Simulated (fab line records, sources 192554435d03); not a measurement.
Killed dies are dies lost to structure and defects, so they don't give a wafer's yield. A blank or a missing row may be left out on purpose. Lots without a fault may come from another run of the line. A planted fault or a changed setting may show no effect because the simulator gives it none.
fab line records | flow n5_finfet
record lots=22 wafers=66 last_day=18
route steps=1938 shown BEOL_M5@1193 BEOL_M6@1196
lots that met no fault: from a run of the same line without faults
start_h: hours from the record's first day to the start of the lot's first wafer shown | wait_h: hours since the lot's step before | " the same as in the row above | L1.1+2: a row that stands for several wafers | - no value, or no start given | * or withheld: withheld | < > ~ a bound
route shown NAME@n: a module of which the file shows steps, and the number in the route of the first | usual: mean/standard deviation of fault-free wafers | same: alike in all rows | chamber/n: place in a boat | sites: the reading at each site | _std_site: their standard deviation | _edge_site: outer sites' mean less inner sites' | radius_mm: how far each site lies from the wafer's centre | mask NAME#n: copy n | behind: the tool/chamber that last shaped the wafer | hold: why the lot was held/for how many hours/how that ended | device: the transistor (n, p or np) that didn't switch | end of line: the same wafers' tests at the end of the route | a step without rows: its recipe alone | killed: dies lost to structure and defects at the first sort, not the wafer's yield | map: a wafer's dies, x killed, . not, _ none there
set.NAME: the setting as run; set.NAME@STEP: as run at that earlier step | model.NAME: the simulator's own value behind a step, which no gauge read
steps of the route over a sample of lots; a table a step, a row a wafer
services: from which hour (start_h, from the record's first day; less than 0 if before it) a tool's chamber was out of use, for how many hours, and why
## steps
# step N5_BEOL_M5_INSPECT_58
# recipe inspect_instrument=darkfield mode=post_dep
# usual raw_defect_count=64/20
# columns lot.wafer tool chamber start_h wait_h raw_defect_count
L074.2 defect_inspect-02 - 175.49 0.0 75
L074.3 " - " " 74
L074.4 " - " " 53
L076.1 defect_inspect-01 - 188.90 0.0 56
L076.2 " - " " 38
L076.5 " - " " 59
L077.1 defect_inspect-02 - 200.75 0.0 47
L077.2 " - " " 96
L077.3 " - " " 30
L078.3 defect_inspect-01 - 202.96 0.0 80
L078.5 " - " " 89
L078.6 " - " " 43
L080.2 defect_inspect-01 - 216.51 0.0 67
L080.4 " - " " 73
L080.5 " - " " 71
L079.1 defect_inspect-02 - 216.58 0.0 46
L079.4 " - " " 47
L079.6 " - " " 52
L081.1 defect_inspect-02 - 223.40 0.0 82
L081.2 " - " " 51
L081.3 " - " " 66
L083.2 defect_inspect-01 - 232.55 0.0 69
L083.5 " - " " 59
L083.6 " - " " 52
L084.3 defect_inspect-01 - 246.32 0.0 47
L084.5 " - " " 56
L084.6 " - " " 65
L086.1 defect_inspect-02 - 252.00 0.0 52
L086.3 " - " " 73
L086.4 " - " " 71
L087.2 defect_inspect-02 - 253.01 0.0 45
L087.3 " - " " 78
L087.4 " - " " 70
L085.1 defect_inspect-01 - 256.23 0.0 84
L085.2 " - " " 83
L085.5 " - " " 89
L088.2 defect_inspect-02 - 261.18 0.0 163
L088.5 " - " " 76
L088.6 " - " " 59
L089.2 defect_inspect-02 - 278.63 0.0 72
L089.3 " - " " 62
L089.6 " - " " 72
L091.2 defect_inspect-02 - 282.09 0.0 82
L091.4 " - " " 36
L091.5 " - " " 72
L090.1 defect_inspect-01 - 283.38 0.0 59
L090.2 " - " " 70
L090.3 " - " " 49
L092.1 defect_inspect-02 - 298.54 0.0 97
L092.4 " - " " 121
L092.6 " - " " 77
L095.2 defect_inspect-02 - 308.58 0.0 57
L095.3 " - " " 74
L095.5 " - " " 79
L093.1 defect_inspect-02 - 309.87 0.0 48
L093.3 " - " " 56
L093.5 " - " " 56
L094.1 defect_inspect-01 - 314.19 0.0 61
L094.2 " - " " 53
L094.5 " - " " 57
L097.2 defect_inspect-01 - 314.61 0.0 34
L097.3 " - " " 63
L097.6 " - " " 44
L096.2 defect_inspect-02 - 316.39 0.0 71
L096.4 " - " " 61
L096.6 " - " " 52
# step N5_BEOL_M6_THK_MEAS_01
# recipe reads=SiCOH_lowk_of_BEOL_M6_ILD_DEP_00
# usual M6_ILD_THK=154.7/1.9
# columns lot.wafer tool chamber start_h wait_h M6_ILD_THK[nm]
L074.2 film_metro-02 - 176.11 0.4 153.1
L074.3 " - " " 154.9
L074.4 " - " " 156.5
L076.1 film_metro-02 - 189.51 0.4 154.2
L076.2 " - " " 153.8
L076.5 " - " " 155.5
L077.1 film_metro-02 - 201.37 0.4 155.4
L077.2 " - " " 153.8
L077.3 " - " " 154.6
L078.3 film_metro-02 - 203.57 0.3 153.0
L078.5 " - " " 157.0
L078.6 " - " " 158.0
L080.2 film_metro-02 - 217.15 0.4 150.6
L080.4 " - " " 154.6
L080.5 " - " " 154.3
L079.1 film_metro-02 - 217.20 0.4 152.8
L079.4 " - " " 157.3
L079.6 " - " " 156.6
L081.1 film_metro-02 - 224.02 0.4 153.4
L081.2 " - " " 152.1
L081.3 " - " " 153.7
L083.2 film_metro-02 - 233.17 0.4 155.5
L083.5 " - " " 157.8
L083.6 " - " " 154.4
L084.3 film_metro-02 - 246.93 0.3 153.1
L084.5 " - " " 155.3
L084.6 " - " " 155.1
L086.1 film_metro-02 - 252.62 0.4 153.8
L086.3 " - " " 156.1
L086.4 " - " " 158.7
L087.2 film_metro-02 - 253.62 0.4 150.7
L087.3 " - " " 153.4
L087.4 " - " " 154.5
L085.1 film_metro-01 - 256.85 0.4 153.7
L085.2 " - " " 153.1
L085.5 " - " " 158.8
L088.2 film_metro-02 - 261.80 0.4 155.0
L088.5 " - " " 156.6
L088.6 " - " " 158.0
L089.2 film_metro-01 - 279.29 0.4 151.3
L089.3 " - " " 151.3
L089.6 " - " " 154.6
L091.2 film_metro-02 - 283.68 0.7 153.9
L091.4 " - " " 155.0
L091.5 " - " " 156.1
L090.1 film_metro-01 - 286.07 1.6 150.4
L090.2 " - " " 154.1
L090.3 " - " " 154.4
L092.1 film_metro-01 - 299.16 0.4 154.2
L092.4 " - " " 155.3
L092.6 " - " " 156.0
L095.2 film_metro-01 - 309.19 0.4 151.1
L095.3 " - " " 152.9
L095.5 " - " " 154.0
L093.1 film_metro-01 - 310.48 0.4 153.7
L093.3 " - " " 154.4
L093.5 " - " " 157.7
L094.1 film_metro-01 - 314.80 0.4 153.7
L094.2 " - " " 153.4
L094.5 " - " " 156.8
L097.2 film_metro-01 - 315.23 0.4 152.2
L097.3 " - " " 152.8
L097.6 " - " " 155.9
L096.2 film_metro-02 - 317.00 0.4 153.5
L096.4 " - " " 155.6
L096.6 " - " " 156.2
# step N5_BEOL_M6_PECVD_70
# recipe material=SiO2 target_thk_a=200 temp_c=400 precursor=TEOS/O2 pressure_torr=5.5 rf_w=450 teos_flow_sccm=53.8 gas=O2 flow_sccm=3000 time_s=22.7
# usual heater_power_w=678/95 showerhead_plenum_p_Torr=8.73/0.059 throttle_valve_pct=22.6/1.2
# columns lot.wafer tool chamber start_h wait_h heater_power_w showerhead_plenum_p_Torr throttle_valve_pct
L074.2 pecvd-04 2 176.14 0.0 932 8.77 21.4
L074.3 " 0 " " 584 8.69 22.6
L074.4 " 1 " " 789 8.82 22.6
L076.1 pecvd-02 2 189.55 0.0 686 8.70 21.5
L076.2 " 1 " " 874 8.63 24.5
L076.5 " 2 " " 666 8.68 21.9
L077.1 pecvd-01 1 201.41 0.0 510 8.73 22.4
L077.2 " 2 " " 609 8.73 22.4
L077.3 " 0 " " 630 8.78 24.2
L078.3 pecvd-01 1 203.61 0.0 576 8.75 22.4
L078.5 " 0 " " 607 8.76 24.0
L078.6 " 2 " " 614 8.72 22.3
L080.2 pecvd-02 0 217.18 0.0 715 8.81 21.9
L080.4 " 1 " " 883 8.63 24.5
L080.5 " 2 " " 638 8.69 21.8
L079.1 pecvd-04 0 217.24 0.0 619 8.71 22.7
L079.4 " 0 " " 619 8.70 22.5
L079.6 " 1 " " 722 8.84 22.1
L081.1 pecvd-02 0 224.05 0.0 739 8.81 21.9
L081.2 " 1 " " 737 8.62 24.4
L081.3 " 2 " " 664 8.67 22.1
L083.2 pecvd-02 1 233.21 0.0 787 8.63 24.5
L083.5 " 0 " " 684 8.81 21.5
L083.6 " 1 " " 799 8.62 24.7
L084.3 pecvd-04 2 246.97 0.0 909 8.74 19.8
L084.5 " 0 " " 705 8.72 22.7
L084.6 " 1 " " 713 8.81 22.1
L086.1 pecvd-01 2 252.66 0.0 623 8.75 22.3
L086.3 " 0 " " 616 8.77 24.3
L086.4 " 0 " " 615 8.77 24.0
L087.2 pecvd-01 2 253.66 0.0 670 8.74 22.4
L087.3 " 1 " " 567 8.72 22.2
L087.4 " 1 " " 564 8.74 22.4
L085.1 pecvd-02 1 256.89 0.0 881 8.64 24.7
L085.2 " 2 " " 649 8.66 21.9
L085.5 " 1 " " 868 8.65 24.3
L088.2 pecvd-01 0 261.83 0.0 707 8.77 24.3
L088.5 " 0 " " 684 8.77 24.1
L088.6 " 1 " " 563 8.74 22.1
L089.2 pecvd-02 1 279.33 0.0 862 8.63 24.4
L089.3 " 2 " " 649 8.70 21.8
L089.6 " 2 " " 645 8.69 21.8
L091.2 pecvd-04 2 283.72 0.0 741 8.75 19.9
L091.4 " 0 " " 669 8.71 22.8
L091.5 " 1 " " 647 8.84 22.2
L090.1 pecvd-01 0 286.11 0.0 603 8.78 24.1
L090.2 " 2 " " 665 8.73 22.5
L090.3 " 1 " " 484 8.73 22.2
L092.1 pecvd-02 1 299.19 0.0 754 8.64 24.3
L092.4 " 1 " " 740 8.63 24.5
L092.6 " 2 " " 673 8.67 22.1
L095.2 pecvd-01 1 309.23 0.0 543 8.73 22.4
L095.3 " 2 " " 651 8.74 22.6
L095.5 " 0 " " 673 8.77 24.1
L093.1 pecvd-01 0 310.52 0.0 707 8.77 24.3
L093.3 " 1 " " 596 8.75 22.3
L093.5 " 2 " " 652 8.72 23.0
L094.1 pecvd-02 0 314.84 0.0 623 8.79 21.7
L094.2 " 1 " " 842 8.64 24.4
L094.5 " 2 " " 576 8.67 22.0
L097.2 pecvd-02 1 315.26 0.0 848 8.63 24.3
L097.3 " 0 " " 634 8.79 21.8
L097.6 " 0 " " 679 8.81 21.5
L096.2 pecvd-02 2 317.04 0.0 604 8.69 22.1
L096.4 " 1 " " 783 8.64 24.3
L096.6 " 0 " " 679 8.82 21.8
# step N5_BEOL_M6_ETCH_61
# recipe chemistry=CF4 target=SiARC target_depth_a=455 mask_material=CAR-ArF time_s=75.8 ion_energy_ev=80 pressure_mtorr=40 source_w=545 bias_w=36 Ar_flow_sccm=100 cf4_flow_sccm=100 ends=cleared
# usual cf4_flow_sccm=100.0/0.31 drypump_motor_current_A=5.6/0.7 etch_rf_on_time_s=75.8/1.6 oes_product_au=0.70/0.06 rf_vpp_V=183.7/1.2 showerhead_plenum_p_Torr=2.11/0.073 throttle_valve_pct=15.59/0.22
# columns lot.wafer tool chamber start_h wait_h cf4_flow_sccm drypump_motor_current_A etch_rf_on_time_s oes_product_au rf_hours_counter_h rf_vpp_V showerhead_plenum_p_Torr throttle_valve_pct
L074.2 rie_diel-06 1 179.29 0.0 100.1 4.8 75.3 0.70 95 184.2 2.07 15.62
L074.3 " 0 " " 99.7 5.2 76.6 0.72 62 182.5 2.10 15.60
L074.4 " 3 " " 100.4 6.7 77.0 0.81 12 183.3 2.10 15.52
L076.1 rie_diel-03 1 191.48 0.0 100.3 6.5 75.3 0.59 233 181.6 2.03 15.91
L076.2 " 0 " " 100.8 5.0 75.5 0.75 43 183.5 2.18 15.71
L076.5 " 1 " " 100.3 6.6 75.0 0.58 - 182.4 2.03 15.93
L077.1 rie_diel-03 3 203.84 0.0 100.3 6.5 75.0 0.76 30 184.3 2.27 15.30
L077.2 " 2 " " 99.9 4.8 75.2 0.75 40 184.3 2.09 15.19
L077.3 " 0 " " 99.8 5.0 76.9 0.74 47 184.8 2.18 15.71
L078.3 rie_diel-06 2 204.79 0.0 100.1 5.4 78.8 0.59 232 182.2 2.03 15.90
L078.5 " 0 " " 100.3 5.2 77.6 0.70 - 183.4 2.10 15.62
L078.6 " 1 " " 99.9 4.9 75.2 0.69 - 184.0 2.07 15.65
L080.2 rie_diel-03 2 218.15 0.0 99.8 4.8 74.2 0.76 45 185.5 2.09 15.20
L080.4 " 1 " " 100.3 6.5 75.0 0.58 241 183.1 2.03 15.94
L080.5 " 1 " " 100.4 6.5 75.5 0.58 - 182.7 2.03 15.93
L079.1 rie_diel-03 3 219.62 0.0 99.6 6.5 74.3 0.75 36 185.5 2.27 15.31
L079.4 " 1 " " 100.2 6.6 74.9 0.58 242 182.8 2.03 15.92
L079.6 " 1 " " 100.0 6.6 75.5 0.58 - 183.1 2.03 15.95
L081.1 rie_diel-06 0 225.61 0.0 99.6 5.1 76.4 0.70 78 183.1 2.10 15.64
L081.2 " 3 " " 100.1 6.7 76.8 0.78 27 183.8 2.09 15.54
L081.3 " 2 " " 100.0 5.4 76.6 0.61 239 181.1 2.03 15.90
L083.2 rie_diel-04 0 233.88 0.0 99.5 5.5 77.7 0.62 153 182.1 2.06 15.65
L083.5 " 0 " " 99.5 5.5 77.3 0.63 - 183.5 2.06 15.67
L083.6 " 3 " " 100.5 5.6 74.2 0.71 - 183.6 2.09 15.81
L084.3 rie_diel-03 0 252.13 0.0 99.9 5.0 76.0 0.72 66 184.8 2.18 15.74
L084.5 " 0 " " 99.9 5.0 76.2 0.72 - 182.5 2.18 15.74
L084.6 " 2 " " 99.5 4.8 73.9 0.74 - 182.1 2.09 15.22
L086.1 rie_diel-03 0 253.89 0.0 100.1 5.0 77.2 0.71 66 185.4 2.18 15.75
L086.3 " 3 " " 100.3 6.5 74.8 0.73 49 183.7 2.26 15.35
L086.4 " 0 " " 99.9 5.0 76.5 0.72 - 184.1 2.18 15.74
L087.2 rie_diel-04 3 255.90 0.0 99.9 5.6 74.5 0.70 94 182.9 2.09 15.85
L087.3 " 1 " " 100.7 6.1 71.8 0.72 79 183.4 2.08 15.43
L087.4 " 1 " " 100.4 6.1 71.5 0.71 - 184.7 2.08 15.42
L085.1 rie_diel-03 2 257.75 0.0 99.7 4.8 75.2 0.73 60 182.6 2.08 15.21
L085.2 " 3 " " 100.1 6.5 74.4 0.73 51 185.5 2.26 15.36
L085.5 " 2 " " 100.5 4.8 75.7 0.73 - 183.8 2.08 15.23
L088.2 rie_diel-06 3 264.53 0.0 99.9 6.7 77.1 0.76 38 182.5 2.09 15.56
L088.5 " 3 " " 100.0 6.7 77.1 0.76 - 182.5 2.09 15.54
L088.6 " 0 " " 100.2 5.2 75.8 0.70 - 182.5 2.09 15.66
L089.2 rie_diel-06 3 282.67 0.0 100.1 6.7 77.3 0.74 47 183.8 2.09 15.57
L089.3 " 0 " " 100.1 5.1 77.3 0.68 98 182.2 2.09 15.67
L089.6 " 3 " " 100.1 6.7 78.2 0.74 - 183.9 2.09 15.56
L091.2 rie_diel-04 1 286.01 0.0 100.5 6.1 72.3 0.70 90 184.3 2.08 15.45
L091.4 " 3 " " 100.0 5.6 74.3 0.69 105 181.6 2.09 15.88
L091.5 " 0 " " 99.8 5.5 76.4 0.61 - 183.1 2.05 15.69
L090.1 rie_diel-06 0 287.16 0.0 99.8 5.2 78.4 0.68 100 184.8 2.09 15.69
L090.2 " 3 " " 100.7 6.7 78.4 0.74 49 183.8 2.09 15.58
L090.3 " 1 " " 100.1 4.8 77.0 0.67 130 184.6 2.06 15.68
L092.1 rie_diel-04 2 300.90 0.0 100.1 5.9 71.9 0.80 12 183.4 2.11 15.46
L092.4 " 3 " " 100.8 5.6 74.4 0.69 111 183.6 2.09 15.86
L092.6 " 3 " " 100.4 5.7 75.2 0.69 - 183.9 2.08 15.87
L095.2 rie_diel-06 2 310.88 0.0 99.6 5.3 76.5 0.79 5 187.2 2.28 15.44
L095.3 " 3 " " 100.1 6.7 77.2 0.73 58 182.9 2.08 15.61
L095.5 " 0 " " 100.3 5.2 77.4 0.66 - 184.3 2.09 15.70
L093.1 rie_diel-04 2 314.06 0.0 100.0 5.8 72.7 0.79 17 183.2 2.11 15.48
L093.3 " 3 " " 99.9 5.7 75.7 0.68 116 184.2 2.08 15.88
L093.5 " 0 " " 99.8 5.5 77.1 0.61 - 182.7 2.05 15.71
L094.1 rie_diel-06 0 316.95 0.0 100.0 5.2 77.5 0.67 111 185.2 2.09 15.72
L094.2 " 3 " " 100.5 6.7 78.4 0.73 60 183.7 2.08 15.61
L094.5 " 3 " " 100.1 6.7 78.0 0.73 - 183.6 2.08 15.59
L097.2 rie_diel-03 1 317.12 0.0 100.5 6.6 78.0 0.78 15 186.1 2.28 15.49
L097.3 " 2 " " 99.9 4.8 75.4 0.71 82 183.3 2.08 15.28
L097.6 " 3 " " 99.5 6.5 75.2 0.71 - 186.2 2.25 15.41
L096.2 rie_diel-03 2 322.23 0.0 100.1 4.8 75.8 0.70 84 183.1 2.08 15.28
L096.4 " 0 " " 100.4 5.0 77.0 0.69 91 184.3 2.17 15.81
L096.6 " 0 " " 100.4 5.0 77.0 0.69 - 183.9 2.17 15.79
# step N5_BEOL_M6_ETCH_62
# recipe chemistry=N2/H2 target=SOC target_depth_a=1100 overetch_a=220 mask_material=SiARC temp_c=40 time_s=165 ion_energy_ev=200 pressure_mtorr=30 source_w=840 bias_w=150 n2_flow_sccm=200 h2_flow_sccm=200
# usual drypump_motor_current_A=5.6/0.7 oes_product_au=0.69/0.058 rf_vpp_V=522.8/2.6 showerhead_plenum_p_Torr=2.51/0.087 throttle_valve_pct=17.84/0.23
# columns lot.wafer tool chamber start_h wait_h drypump_motor_current_A oes_product_au rf_hours_counter_h rf_vpp_V showerhead_plenum_p_Torr throttle_valve_pct
L074.2 rie_diel-06 1 179.35 0.0 4.9 0.70 95 521.5 2.47 17.86
L074.3 " 0 " " 5.2 0.71 62 522.0 2.48 17.89
L074.4 " 3 " " 6.7 0.81 12 523.1 2.49 17.72
L076.1 rie_diel-03 1 191.54 0.0 6.6 0.58 233 520.6 2.42 18.28
L076.2 " 0 " " 5.1 0.73 43 525.8 2.59 17.89
L076.5 " 1 " " 6.6 0.58 - 519.9 2.42 18.29
L077.1 rie_diel-03 3 203.90 0.0 6.5 0.75 30 526.7 2.69 17.44
L077.2 " 2 " " 4.8 0.74 40 521.7 2.50 17.56
L077.3 " 0 " " 5.0 0.74 47 524.9 2.58 17.90
L078.3 rie_diel-06 2 204.85 0.0 5.4 0.61 232 520.4 2.42 18.21
L078.5 " 0 " " 5.2 0.71 - 520.1 2.47 17.88
L078.6 " 1 " " 4.9 0.68 - 522.5 2.47 17.88
L080.2 rie_diel-03 2 218.20 0.0 4.8 0.73 45 523.7 2.50 17.57
L080.4 " 1 " " 6.6 0.57 241 518.1 2.42 18.30
L080.5 " 1 " " 6.6 0.58 - 519.3 2.42 18.31
L079.1 rie_diel-03 3 219.68 0.0 6.5 0.73 36 528.2 2.69 17.44
L079.4 " 1 " " 6.6 0.57 242 520.3 2.42 18.30
L079.6 " 1 " " 6.6 0.58 - 519.3 2.41 18.31
L081.1 rie_diel-06 0 225.66 0.0 5.2 0.70 78 522.0 2.47 17.92
L081.2 " 3 " " 6.7 0.77 27 522.9 2.48 17.75
L081.3 " 2 " " 5.3 0.60 239 520.2 2.41 18.22
L083.2 rie_diel-04 0 233.94 0.0 5.5 0.63 153 520.8 2.44 17.88
L083.5 " 0 " " 5.5 0.63 - 521.0 2.44 17.88
L083.6 " 3 " " 5.7 0.69 - 521.8 2.45 17.94
L084.3 rie_diel-03 0 252.18 0.0 5.0 0.71 66 524.7 2.58 17.91
L084.5 " 0 " " 5.1 0.71 - 525.0 2.58 17.92
L084.6 " 2 " " 4.8 0.73 - 521.7 2.50 17.58
L086.1 rie_diel-03 0 253.94 0.0 5.0 0.71 66 524.2 2.58 17.92
L086.3 " 3 " " 6.5 0.72 49 527.4 2.68 17.46
L086.4 " 0 " " 5.0 0.71 - 524.1 2.58 17.92
L087.2 rie_diel-04 3 255.95 0.0 5.6 0.69 94 521.7 2.45 17.96
L087.3 " 1 " " 6.1 0.69 79 522.3 2.47 17.63
L087.4 " 1 " " 6.1 0.69 - 522.6 2.47 17.63
L085.1 rie_diel-03 2 257.81 0.0 4.8 0.72 60 521.4 2.49 17.60
L085.2 " 3 " " 6.5 0.72 51 528.6 2.68 17.47
L085.5 " 2 " " 4.8 0.72 - 523.1 2.49 17.60
L088.2 rie_diel-06 3 264.58 0.0 6.7 0.76 38 521.3 2.48 17.78
L088.5 " 3 " " 6.7 0.77 - 522.1 2.48 17.78
L088.6 " 0 " " 5.2 0.69 - 521.5 2.47 17.95
L089.2 rie_diel-06 3 282.73 0.0 6.7 0.76 47 522.7 2.47 17.77
L089.3 " 0 " " 5.2 0.69 98 522.6 2.46 17.94
L089.6 " 3 " " 6.7 0.75 - 522.3 2.47 17.77
L091.2 rie_diel-04 0 286.06 0.0 5.5 0.61 175 520.5 2.43 17.92
L091.4 " 3 " " 5.7 0.67 - 519.9 2.44 17.96
L091.5 " 2 " " 5.9 0.80 - 521.5 2.50 17.68
L090.1 rie_diel-06 0 287.21 0.0 5.2 0.68 100 521.0 2.46 17.96
L090.2 " 3 " " 6.7 0.74 49 522.2 2.47 17.77
L090.3 " 1 " " 4.8 0.66 130 520.9 2.46 17.91
L092.1 rie_diel-04 2 300.96 0.0 5.8 0.77 12 523.1 2.50 17.68
L092.4 " 3 " " 5.7 0.67 111 520.3 2.44 18.01
L092.6 " 3 " " 5.7 0.67 - 521.0 2.44 18.00
L095.2 rie_diel-06 2 310.94 0.0 5.4 0.78 5 528.0 2.73 17.83
L095.3 " 3 " " 6.7 0.74 58 522.8 2.47 17.80
L095.5 " 0 " " 5.2 0.67 - 522.1 2.46 17.96
L093.1 rie_diel-04 2 314.11 0.0 5.8 0.77 17 521.6 2.50 17.68
L093.3 " 3 " " 5.6 0.67 116 523.3 2.44 18.01
L093.5 " 0 " " 5.5 0.61 - 519.4 2.42 17.93
L094.1 rie_diel-06 0 317.01 0.0 5.2 0.67 111 522.2 2.46 17.97
L094.2 " 3 " " 6.7 0.73 60 522.7 2.47 17.81
L094.5 " 3 " " 6.7 0.74 - 523.1 2.47 17.82
L097.2 rie_diel-03 1 317.17 0.0 6.6 0.78 15 528.4 2.73 17.91
L097.3 " 2 " " 4.8 0.69 82 522.8 2.48 17.64
L097.6 " 3 " " 6.5 0.69 - 529.0 2.67 17.51
L096.2 rie_diel-03 2 322.29 0.0 4.8 0.69 84 522.8 2.48 17.65
L096.4 " 0 " " 5.0 0.70 91 523.1 2.57 17.97
L096.6 " 0 " " 5.0 0.69 - 526.1 2.57 17.98
# step N5_BEOL_M6_DESCUM_33
# recipe chemistry=O2 time_s=7 source_power_w=50 bias_power_w=20 pressure_mtorr=20 rf_frequency_hz=2.712e+07 temp_c=40 resist=CAR-EUV o2_flow_sccm=225
# usual bias_power_w=20.00/0.059 drypump_motor_current_A=5.7/0.67 o2_flow_sccm=225.0/0.63 oes_product_au=0.83/0.077 rf_vpp_V=242.9/1.5 showerhead_plenum_p_Torr=2.08/0.082 throttle_valve_pct=20.42/0.23
# columns lot.wafer tool chamber start_h wait_h bias_power_w drypump_motor_current_A o2_flow_sccm oes_product_au rf_hours_counter_h rf_vpp_V showerhead_plenum_p_Torr throttle_valve_pct
L074.2 rie_diel-03 1 181.73 0.0 20.09 6.6 225.1 0.69 230 240.7 1.97 20.63
L074.3 " 2 " " 20.01 4.8 224.5 0.91 32 242.8 2.06 20.11
L074.4 " 0 " " 19.96 5.0 224.6 0.88 40 242.7 2.15 20.68
L076.1 rie_diel-06 1 193.35 0.2 19.95 4.8 224.9 0.82 99 240.8 2.00 20.34
L076.2 " 0 " " 20.00 5.2 223.6 0.84 67 240.4 2.02 20.36
L076.5 " 0 " " 19.93 5.2 224.2 0.83 - 243.1 2.02 20.37
L077.1 rie_diel-06 0 206.17 0.1 20.05 5.1 225.5 0.83 72 241.5 2.02 20.38
L077.2 " 2 " " 19.96 5.4 225.5 0.70 233 239.6 1.97 20.61
L077.3 " 1 " " 19.98 4.8 225.4 0.81 103 243.1 2.00 20.35
L078.3 rie_diel-03 1 206.31 0.2 20.02 6.5 225.9 0.68 238 242.0 1.97 20.63
L078.5 " 3 " " 20.02 6.5 225.2 0.90 - 244.0 2.22 20.09
L078.6 " 2 " " 20.02 4.8 226.1 0.88 - 242.6 2.06 20.12
L080.2 rie_diel-04 3 219.03 0.1 20.03 5.7 225.5 0.85 79 242.5 2.06 20.75
L080.4 " 2 " " 19.98 5.8 226.1 0.68 - 241.4 2.04 20.57
L080.5 " 3 " " 19.92 5.7 225.2 0.86 - 241.6 2.06 20.77
L079.1 rie_diel-04 0 221.48 0.1 19.99 5.5 224.7 0.73 150 243.0 2.00 20.40
L079.4 " 3 " " 19.93 5.7 225.9 0.84 80 242.8 2.06 20.76
L079.6 " 2 " " 19.95 5.8 225.1 0.67 - 242.3 2.04 20.56
L081.1 rie_diel-03 0 227.33 0.0 19.96 5.0 224.0 0.86 56 244.6 2.14 20.69
L081.2 " 2 " " 20.00 4.8 224.7 0.88 49 243.7 2.06 20.13
L081.3 " 3 " " 20.06 6.5 225.2 0.88 39 246.4 2.21 20.10
L083.2 rie_diel-03 3 235.74 0.1 20.04 6.5 225.1 0.87 41 244.9 2.21 20.10
L083.5 " 3 " " 20.03 6.5 225.1 0.87 - 244.0 2.21 20.12
L083.6 " 2 " " 20.08 4.8 224.9 0.86 - 242.1 2.06 20.14
L084.3 rie_diel-03 0 256.32 0.7 19.98 5.0 224.8 0.84 68 244.5 2.14 20.72
L084.5 " 0 " " 19.95 5.0 224.3 0.84 - 243.9 2.14 20.71
L084.6 " 2 " " 20.07 4.8 225.6 0.86 - 242.8 2.05 20.16
L086.1 rie_diel-03 3 256.82 1.0 20.00 6.5 225.6 0.88 50 244.7 2.21 20.12
L086.3 " 0 " " 19.95 5.0 224.4 0.85 68 243.3 2.14 20.69
L086.4 " 0 " " 19.99 5.0 225.0 0.84 - 242.3 2.14 20.70
L087.2 rie_diel-06 1 258.28 0.1 20.00 4.8 225.5 0.79 119 242.6 2.00 20.37
L087.3 " 0 " " 19.89 5.1 225.5 0.82 87 242.6 2.02 20.41
L087.4 " 3 " " 19.96 6.7 224.8 0.91 36 241.9 2.06 20.55
L085.1 rie_diel-06 2 260.41 0.1 20.05 5.4 223.8 0.69 247 241.8 1.96 20.62
L085.2 " 0 " " 20.02 5.2 224.6 0.81 88 242.5 2.02 20.40
L085.5 " 1 " " 20.03 4.9 226.0 0.78 - 240.7 2.00 20.38
L088.2 rie_diel-04 0 268.15 0.2 19.90 5.5 225.7 0.72 168 242.3 1.99 20.43
L088.5 " 1 " " 19.95 6.1 224.0 0.81 - 243.1 2.05 20.40
L088.6 " 3 " " 20.04 5.6 225.0 0.82 - 241.7 2.05 20.79
L089.2 rie_diel-04 3 285.01 0.0 19.92 5.6 224.9 0.81 104 241.4 2.05 20.79
L089.3 " 2 " " 19.94 5.8 225.2 0.95 5 244.6 2.04 20.14
L089.6 " 3 " " 20.02 5.6 225.0 0.81 - 242.5 2.05 20.78
L091.2 rie_diel-03 1 286.99 0.0 20.04 6.6 225.6 0.97 5 245.4 2.22 20.29
L091.4 " 3 " " 19.93 6.5 224.7 0.85 63 246.1 2.21 20.13
L091.5 " 0 " " 20.01 5.0 226.2 0.84 - 242.4 2.13 20.71
L090.1 rie_diel-03 2 288.05 0.0 19.93 4.8 225.4 0.85 72 241.1 2.05 20.17
L090.2 " 1 " " 20.02 6.6 225.2 0.96 6 244.6 2.22 20.28
L090.3 " 0 " " 20.01 5.0 224.9 0.83 80 244.2 2.13 20.71
L092.1 rie_diel-06 1 302.27 0.0 19.89 4.8 224.8 0.77 136 241.2 1.99 20.40
L092.4 " 0 " " 20.07 5.2 224.9 0.80 106 241.0 2.01 20.43
L092.6 " 3 " " 19.99 6.7 225.5 0.88 - 242.8 2.06 20.59
L095.2 rie_diel-04 3 312.40 0.0 19.92 5.6 224.9 0.80 115 242.3 2.04 20.81
L095.3 " 1 " " 20.04 6.1 226.4 0.80 96 242.0 2.04 20.42
L095.5 " 3 " " 19.94 5.7 223.6 0.80 - 241.4 2.04 20.81
L093.1 rie_diel-03 2 315.18 0.0 20.03 4.8 224.0 0.84 81 243.2 2.05 20.19
L093.3 " 1 " " 20.00 6.6 225.1 0.93 14 245.1 2.22 20.30
L093.5 " 1 " " 20.09 6.5 224.8 0.93 - 246.6 2.22 20.33
L094.1 rie_diel-04 2 321.27 0.0 20.05 5.8 224.6 0.90 19 242.6 2.03 20.16
L094.2 " 1 " " 20.07 6.1 224.2 0.80 99 243.2 2.04 20.42
L094.5 " 2 " " 20.05 5.8 225.3 0.90 - 243.8 2.03 20.17
L097.2 rie_diel-03 1 321.73 0.4 19.98 6.6 224.5 0.92 16 245.0 2.22 20.30
L097.3 " 0 " " 20.06 5.0 225.8 0.83 90 244.0 2.13 20.73
L097.6 " 1 " " 19.94 6.6 223.9 0.92 - 246.5 2.22 20.30
L096.2 rie_diel-03 3 323.46 0.2 20.07 6.5 225.4 0.83 75 245.7 2.20 20.17
L096.4 " 2 " " 19.88 4.8 225.9 0.83 84 241.3 2.04 20.20
L096.6 " 3 " " 20.08 6.5 223.9 0.84 - 245.3 2.20 20.16
## services
# columns tool chamber start_h hours kind
pecvd-01 1 178.04 5.5 scheduled_down
pecvd-04 2 202.40 - clean
pecvd-04 2 202.40 - consumable_replace:showerhead
pecvd-04 2 202.40 29.0 scheduled_down
pecvd-01 0 212.78 2.1 scheduled_down
pecvd-02 - 226.68 1.2 repair
pecvd-04 - 229.27 2.6 repair
rie_diel-04 2 239.29 - clean
rie_diel-04 2 239.29 - consumable_replace:focus_ring
rie_diel-04 2 239.29 25.0 scheduled_down
rie_diel-04 2 239.29 25.0 vent_cycle
rie_diel-03 1 241.09 - clean
rie_diel-03 1 241.09 - consumable_replace:focus_ring
rie_diel-03 1 241.09 - consumable_replace:showerhead
rie_diel-06 2 243.08 8.3 repair
pecvd-04 1 255.80 14.1 repair
rie_diel-06 2 268.31 - clean
rie_diel-06 2 268.31 - consumable_replace:focus_ring
rie_diel-06 2 268.31 - consumable_replace:showerhead
rie_diel-04 3 281.53 2.6 repair
pecvd-02 2 299.65 5.5 scheduled_down
pecvd-02 1 305.11 2.1 scheduled_down
pecvd-02 - 307.51 5.5 pm
rie_diel-04 - 311.41 0.7 repair
## key
fault none
